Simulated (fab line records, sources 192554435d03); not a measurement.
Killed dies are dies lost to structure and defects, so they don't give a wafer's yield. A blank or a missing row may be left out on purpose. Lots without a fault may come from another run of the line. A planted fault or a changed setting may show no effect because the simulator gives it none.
fab line records | flow n5_finfet | part 2 of 2: steps 4 to 6 of 6
record lots=20 wafers=60 last_day=17
route steps=1938 shown SDB@360 HKMG_FIN@405 GATE_CUT@468
lots that met no fault: from a run of the same line without faults
start_h: hours from the record's first day to the start of the lot's first wafer shown | wait_h: hours since the lot's step before | " the same as in the row above | L1.1+2: a row that stands for several wafers | - no value, or no start given | * or withheld: withheld | < > ~ a bound
route shown NAME@n: a module of which the file shows steps, and the number in the route of the first | usual: mean/standard deviation of fault-free wafers | same: alike in all rows | chamber/n: place in a boat | sites: the reading at each site | _std_site: their standard deviation | _edge_site: outer sites' mean less inner sites' | radius_mm: how far each site lies from the wafer's centre | mask NAME#n: copy n | behind: the tool/chamber that last shaped the wafer | hold: why the lot was held/for how many hours/how that ended | device: the transistor (n, p or np) that didn't switch | end of line: the same wafers' tests at the end of the route | a step without rows: its recipe alone | killed: dies lost to structure and defects at the first sort, not the wafer's yield | map: a wafer's dies, x killed, . not, _ none there
set.NAME: the setting as run; set.NAME@STEP: as run at that earlier step | model.NAME: the simulator's own value behind a step, which no gauge read
steps of the route over a sample of lots; a table a step, a row a wafer
services: from which hour (start_h, from the record's first day; less than 0 if before it) a tool's chamber was out of use, for how many hours, and why
## steps
# step N5_HKMG_FIN_INSPECT_28
# recipe inspect_instrument=darkfield mode=post_cmp
# usual raw_defect_count=43/18
# columns lot.wafer tool chamber start_h wait_h raw_defect_count
L074.2 defect_inspect-01 - 79.10 0.0 38
L074.4 " - " " 27
L074.5 " - " " 39
L075.1 defect_inspect-01 - 88.74 0.0 58
L075.3 " - " " 41
L075.6 " - " " 46
L076.1 defect_inspect-02 - 93.46 0.0 62
L076.2 " - " " 53
L076.3 " - " " 57
L077.2 defect_inspect-02 - 100.28 0.0 67
L077.3 " - " " 30
L077.6 " - " " 56
L078.2 defect_inspect-02 - 105.68 0.0 44
L078.3 " - " " 80
L078.5 " - " " 68
L079.1 defect_inspect-02 - 111.00 0.0 42
L079.4 " - " " 22
L079.6 " - " " 63
L080.2 defect_inspect-02 - 114.93 0.0 65
L080.3 " - " " 24
L080.6 " - " " 29
L081.2 defect_inspect-01 - 121.93 0.0 43
L081.3 " - " " 63
L081.4 " - " " 74
L082.1 defect_inspect-02 - 128.11 0.0 29
L082.2 " - " " 64
L082.4 " - " " 32
L083.1 defect_inspect-02 - 134.97 0.0 24
L083.3 " - " " 30
L083.6 " - " " 33
L084.1 defect_inspect-02 - 144.38 0.0 25
L084.5 " - " " 46
L084.6 " - " " 38
L085.4 defect_inspect-02 - 148.76 0.0 38
L085.5 " - " " 37
L085.6 " - " " 37
L088.1 defect_inspect-01 - 163.10 0.0 38
L088.2 " - " " 45
L088.6 " - " " 47
L089.1 defect_inspect-02 - 169.84 0.0 66
L089.3 " - " " 63
L089.5 " - " " 83
L090.3 defect_inspect-01 - 178.01 0.0 20
L090.4 " - " " 30
L090.6 " - " " 45
L091.1 defect_inspect-01 - 184.32 0.0 41
L091.3 " - " " 35
L091.5 " - " " 49
L092.1 defect_inspect-02 - 190.63 0.0 22
L092.2 " - " " 18
L092.6 " - " " 25
L095.2 defect_inspect-02 - 207.22 0.0 43
L095.3 " - " " 31
L095.5 " - " " 50
L096.1 defect_inspect-01 - 211.07 0.0 53
L096.2 " - " " 60
L096.5 " - " " 36
L097.2 defect_inspect-01 - 219.45 0.0 65
L097.3 " - " " 47
L097.6 " - " " 31
# step N5_GATE_CUT_VAPOR_ETCH_60
# recipe chemistry=BCl3/Cl2 target=HfO2 mode=isotropic
# usual drypump_motor_current_A=6.0/0.45 oes_product_au=0.73/0.11
# columns lot.wafer tool chamber start_h wait_h drypump_motor_current_A oes_product_au
L074.2 rie_metal-03 0 79.37 0.0 5.6 0.72
L074.4 " 0 " " 5.6 0.72
L074.5 " 0 " " 5.6 0.71
L075.1 rie_metal-01 1 89.01 0.0 6.5 0.62
L075.3 " 1 " " 6.5 0.62
L075.6 " 1 " " 6.5 0.62
L076.1 rie_metal-02 0 93.73 0.0 6.0 0.81
L076.2 " 1 " " 5.1 0.59
L076.3 " 1 " " 5.1 0.60
L077.2 rie_metal-01 1 100.56 0.0 6.5 0.62
L077.3 " 1 " " 6.5 0.62
L077.6 " 1 " " 6.5 0.62
L078.2 rie_metal-02 1 105.96 0.0 5.1 0.59
L078.3 " 1 " " 5.1 0.60
L078.5 " 0 " " 6.0 0.80
L079.1 rie_metal-01 1 111.27 0.0 6.5 0.62
L079.4 " 0 " " 6.4 0.78
L079.6 " 1 " " 6.5 0.61
L080.2 rie_metal-03 1 115.20 0.0 5.8 0.93
L080.3 " 0 " " 5.6 0.71
L080.6 " 1 " " 5.8 0.95
L081.2 rie_metal-03 1 122.21 0.0 5.9 0.92
L081.3 " 0 " " 5.6 0.71
L081.4 " 1 " " 5.9 0.95
L082.1 rie_metal-01 1 128.38 0.0 6.5 0.60
L082.2 " 0 " " 6.4 0.77
L082.4 " 1 " " 6.5 0.61
L083.1 rie_metal-01 1 135.25 0.0 6.5 0.60
L083.3 " 1 " " 6.5 0.60
L083.6 " 1 " " 6.5 0.60
L084.1 rie_metal-02 0 144.65 0.0 6.0 0.80
L084.5 " 0 " " 6.0 0.79
L084.6 " 1 " " 5.1 0.59
L085.4 rie_metal-02 1 149.04 0.0 5.1 0.59
L085.5 " 0 " " 6.0 0.79
L085.6 " 1 " " 5.1 0.60
L088.1 rie_metal-03 1 163.38 0.0 5.9 0.90
L088.2 " 0 " " 5.6 0.71
L088.6 " 1 " " 5.9 0.91
L089.1 rie_metal-01 1 170.12 0.0 6.5 0.60
L089.3 " 1 " " 6.5 0.60
L089.5 " 0 " " 6.4 0.76
L090.3 rie_metal-01 1 178.29 0.0 6.5 0.60
L090.4 " 0 " " 6.4 0.76
L090.6 " 0 " " 6.4 0.76
L091.1 rie_metal-01 1 184.59 0.0 6.6 0.61
L091.3 " 0 " " 6.4 0.76
L091.5 " 0 " " 6.4 0.76
L092.1 rie_metal-03 1 190.90 0.0 5.9 0.90
L092.2 " 0 " " 5.6 0.71
L092.6 " 0 " " 5.6 0.71
L095.2 rie_metal-01 1 207.49 0.0 6.5 0.60
L095.3 " 0 " " 6.4 0.76
L095.5 " 1 " " 6.5 0.60
L096.1 rie_metal-02 0 211.58 0.1 6.0 0.77
L096.2 " 0 " " 6.0 0.77
L096.5 " 0 " " 6.0 0.77
L097.2 rie_metal-03 1 219.72 0.0 5.9 0.90
L097.3 " 0 " " 5.6 0.71
L097.6 " 1 " " 5.8 0.89
# step N5_GATE_CUT_PECVD_57
# recipe material=SiNx target_thk_a=210 temp_c=400 precursor=SiH4/NH3/N2 pressure_torr=1.5 rf_w=300
# usual heater_power_w=777/70 rf_fwd_power_W=297.0/1.4 showerhead_plenum_p_Torr=5.10/0.076 throttle_valve_pct=39.6/2.3
# columns lot.wafer tool chamber start_h wait_h heater_power_w rf_fwd_power_W showerhead_plenum_p_Torr throttle_valve_pct
L074.2 pecvd-03 1 81.97 1.1 746 297.4 5.14 38.6
L074.4 " 2 " " 839 299.9 5.16 36.1
L074.5 " 0 " " 750 296.9 5.13 38.4
L075.1 pecvd-03 0 93.29 1.1 796 298.2 5.13 38.5
L075.3 " 2 " " 838 296.8 5.15 36.3
L075.6 " 1 " " 721 297.2 5.12 38.7
L076.1 pecvd-04 2 96.91 1.1 798 295.0 5.06 37.6
L076.2 " 0 " " 877 297.5 5.20 40.2
L076.3 " 1 " " 696 295.4 5.20 40.8
L077.2 pecvd-04 0 103.12 1.1 785 296.9 5.20 40.4
L077.3 " 2 " " 930 294.8 5.06 37.5
L077.6 " 0 " " 770 298.3 5.19 40.2
L078.2 pecvd-03 1 108.63 1.1 841 296.3 5.13 38.7
L078.3 " 2 " " 751 296.7 5.16 36.4
L078.5 " 0 " " 666 297.0 5.12 38.7
L079.1 pecvd-03 0 113.95 1.1 720 297.6 5.13 38.7
L079.4 " 1 " " 787 296.5 5.15 38.7
L079.6 " 0 " " 726 297.8 5.13 38.5
L080.2 pecvd-01 1 117.86 1.1 634 296.6 4.92 44.2
L080.3 " 0 " " 867 298.5 5.07 38.6
L080.6 " 1 " " 611 297.0 4.93 44.4
L081.2 pecvd-03 1 124.82 1.1 736 295.5 5.13 38.7
L081.3 " 0 " " 822 297.3 5.13 38.8
L081.4 " 1 " " 729 296.0 5.12 38.4
L082.1 pecvd-01 2 130.95 1.1 762 295.3 5.08 41.7
L082.2 " 1 " " 665 295.9 4.95 44.4
L082.4 " 0 " " 829 298.5 5.07 38.7
L083.1 pecvd-03 2 138.07 1.1 840 298.8 5.16 36.0
L083.3 " 1 " " 863 297.0 5.13 38.5
L083.6 " 1 " " 851 298.4 5.13 38.7
L084.1 pecvd-04 0 147.21 1.1 758 296.3 5.20 40.0
L084.5 " 1 " " 813 294.7 5.21 40.7
L084.6 " 2 " " 853 297.2 5.05 37.7
L085.4 pecvd-01 1 151.62 1.1 728 296.4 4.95 44.3
L085.5 " 2 " " 715 297.3 5.07 42.0
L085.6 " 0 " " 875 298.7 5.07 38.7
L088.1 pecvd-04 2 165.94 1.1 890 296.5 5.05 38.2
L088.2 " 1 " " 689 294.6 5.20 40.6
L088.6 " 1 " " 714 294.3 5.20 40.5
L089.1 pecvd-03 2 172.68 1.1 846 298.9 5.16 36.4
L089.3 " 1 " " 814 297.0 5.13 38.5
L089.5 " 1 " " 821 295.7 5.13 38.6
L090.3 pecvd-01 2 181.95 1.1 727 296.4 5.07 41.8
L090.4 " 0 " " 799 297.6 5.08 38.7
L090.6 " 2 " " 739 296.7 5.08 41.8
L091.1 pecvd-01 0 187.62 1.1 920 298.0 5.08 38.9
L091.3 " 1 " " 704 296.4 4.94 44.4
L091.5 " 0 " " 930 298.3 5.06 38.6
L092.1 pecvd-01 2 193.48 1.1 731 295.8 5.07 41.5
L092.2 " 1 " " 629 294.6 4.94 44.5
L092.6 " 2 " " 746 297.1 5.08 41.6
L095.2 pecvd-01 0 210.43 1.1 772 299.3 5.08 38.8
L095.3 " 0 " " 786 298.7 5.07 38.7
L095.5 " 0 " " 769 298.9 5.08 38.6
L096.1 pecvd-03 2 214.18 1.1 734 300.6 5.16 36.5
L096.2 " 1 " " 789 296.9 5.14 38.8
L096.5 " 2 " " 751 299.0 5.15 37.0
L097.2 pecvd-04 0 222.28 1.1 809 296.0 5.19 40.1
L097.3 " 1 " " 726 294.0 5.22 41.0
L097.6 " 0 " " 826 297.0 5.20 40.2
## services
# columns tool chamber start_h hours kind
rie_diel-03 2 57.20 - clean
rie_diel-03 2 57.20 - consumable_replace:focus_ring
rie_diel-03 2 57.20 22.6 scheduled_down
rie_diel-03 2 57.20 22.6 vent_cycle
rie_diel-05 0 77.23 7.1 repair
rie_diel-03 1 79.92 - clean
rie_diel-03 1 79.92 - consumable_replace:focus_ring
rie_diel-03 1 79.92 18.9 scheduled_down
rie_diel-03 1 79.92 18.9 vent_cycle
pecvd-03 - 85.19 1.1 repair
rie_diel-01 1 94.09 2.9 repair
pecvd-01 - 99.28 2.8 pm
pecvd-03 2 113.81 7.7 repair
rie_diel-05 0 122.16 10.0 repair
rie_diel-03 - 128.90 15.6 pm
pecvd-01 2 135.18 6.6 repair
pecvd-04 - 150.90 5.4 repair
rie_diel-03 0 168.28 7.7 repair
rie_diel-01 - 178.16 0.7 repair
rie_diel-03 0 190.42 - clean
rie_diel-05 1 213.01 3.8 repair
pecvd-03 2 214.79 5.7 repair
rie_metal-01 0 214.85 8.2 repair
rie_metal-02 - 220.54 1.9 repair
